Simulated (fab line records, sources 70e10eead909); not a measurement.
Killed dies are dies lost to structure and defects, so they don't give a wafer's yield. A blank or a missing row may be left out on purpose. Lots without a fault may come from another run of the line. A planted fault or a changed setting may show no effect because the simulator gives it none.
A struck lot beside a sound one | flow nand_harc | 14 steps out of a route of 1302
Sound: wafers L593.1, L593.3, L593.6. Struck: wafers L601.1, L601.4. The cause comes at the end.
At each step with rows: each side's tool, then ch and its chambers, then its first start. Under that, the readings that differ: sound wafers | struck wafers | difference of the means | sigmas: that difference in standard deviations of wafers without a fault.
alike: readings whose means differ by less than 2 such deviations, and words and numbers that are the same on both sides. not compared: withheld readings, readings that some wafer has no value for, bounds like >300 that may hide the same value, and numbers for which the record gives no deviation and whose values overlap.
The two part at a step that has a row with sigmas, a row that says differs or no value, or rows on one side only. Numbers that don't overlap but have no deviation are shown without sigmas and don't part them. A reading that every wafer of one side lacks parts them only if that side has two wafers or more.

first, 6 steps without rows for these wafers: NHARC_A_STAIRCASE_EBR_05; NHARC_A_STAIRCASE_EXPOSE_06 (exposes mask STAIR); NHARC_A_STAIRCASE_PEB_07 (peb time 130 s); NHARC_A_STAIRCASE_DEVELOP_08 (time 140 s); NHARC_A_STAIRCASE_HARDBAKE_10 (time 140 s); NHARC_A_STAIRCASE_DESCUM_11 (chemistry O2, time 3 s).
NHARC_A_STAIRCASE_TRIM_12: chemistry O2, time 211.2 s.
  sound on rie_diel-05 ch 0,2,3, day 18 13:37; struck on rie_diel-01 ch 1,3, day 21 11:32
  alike: drypump_motor_current_A, oes_product_au, rf_vpp_V, showerhead_plenum_p_Torr, throttle_valve_pct
  not compared: rf_hours_counter_h
NHARC_A_STAIRCASE_ETCH_13: etches the open film in C4F8/O2, target depth 100 nm, time 40.5 s.
  sound on rie_diel-05 ch 1,3; struck on rie_diel-01 ch 0,3
  alike: oes_product_au, rf_vpp_V
  not compared: rf_hours_counter_h
then, 1 step without rows for these wafers: NHARC_A_STAIRCASE_TRIM_14 (chemistry O2, time 211.2 s).
NHARC_A_STAIRCASE_ETCH_15: etches the open film in C4F8/O2, target depth 100 nm, time 40.5 s.
  sound on rie_diel-05 ch 0,1,3; struck on rie_diel-01 ch 0,3
  alike: oes_product_au, rf_vpp_V
  not compared: rf_hours_counter_h
NHARC_A_STAIRCASE_TRIM_16: chemistry O2, time 211.2 s.
  sound on rie_diel-05 ch 0,2; struck on rie_diel-01 ch 0,3
  alike: drypump_motor_current_A, oes_product_au, rf_vpp_V, showerhead_plenum_p_Torr, throttle_valve_pct
  not compared: rf_hours_counter_h
NHARC_A_STAIRCASE_ETCH_17: etches the open film in C4F8/O2, target depth 100 nm, time 40.5 s.
  sound on rie_diel-05 ch 0,1,2, day 18 14:17; struck on rie_diel-01 ch 0,3, day 21 12:24
  reading               | sound             | struck      | difference | sigmas
  oes_product_au (a.u.) | 0.957 0.947 0.928 | 1.101 1.107 | +0.160     | +12
  alike: rf_vpp_V
  not compared: rf_hours_counter_h
NHARC_A_STAIRCASE_TRIM_18: chemistry O2, time 211.2 s.
  sound on rie_diel-05 ch 0,1,3; struck on rie_diel-01 ch 1,2
  alike: drypump_motor_current_A, oes_product_au, rf_vpp_V, showerhead_plenum_p_Torr, throttle_valve_pct
  not compared: rf_hours_counter_h
-- the record jumps here: 9 days lie between the struck wafers' starts before and after (it left off in module A_STAIRCASE and takes up again in module END, whose first step shown is number 1302 of the route) --
NHARC_END_SORT_01:
  sound on prober-01 ch 0, day 27 05:44; struck on prober-02 ch 0, day 30 10:26
  reading         | sound     | struck  | difference | sigmas
  killed_at_array | 94 103 86 | 471 608 | +445       | +20
  killed_dies     | 96 107 89 | 480 614 | +450       | +20
  alike: killed_at_other, killed_at_periphery, killed_open, killed_short

WHERE THEY PART
First at NHARC_A_STAIRCASE_ETCH_17; last, within this record, at NHARC_END_SORT_01.

WHY: what the simulator had put in
Process parameter drift: rie_diel-01, from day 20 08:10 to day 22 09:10, at NHARC_A_STAIRCASE_ETCH_17. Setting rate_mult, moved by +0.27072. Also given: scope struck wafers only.
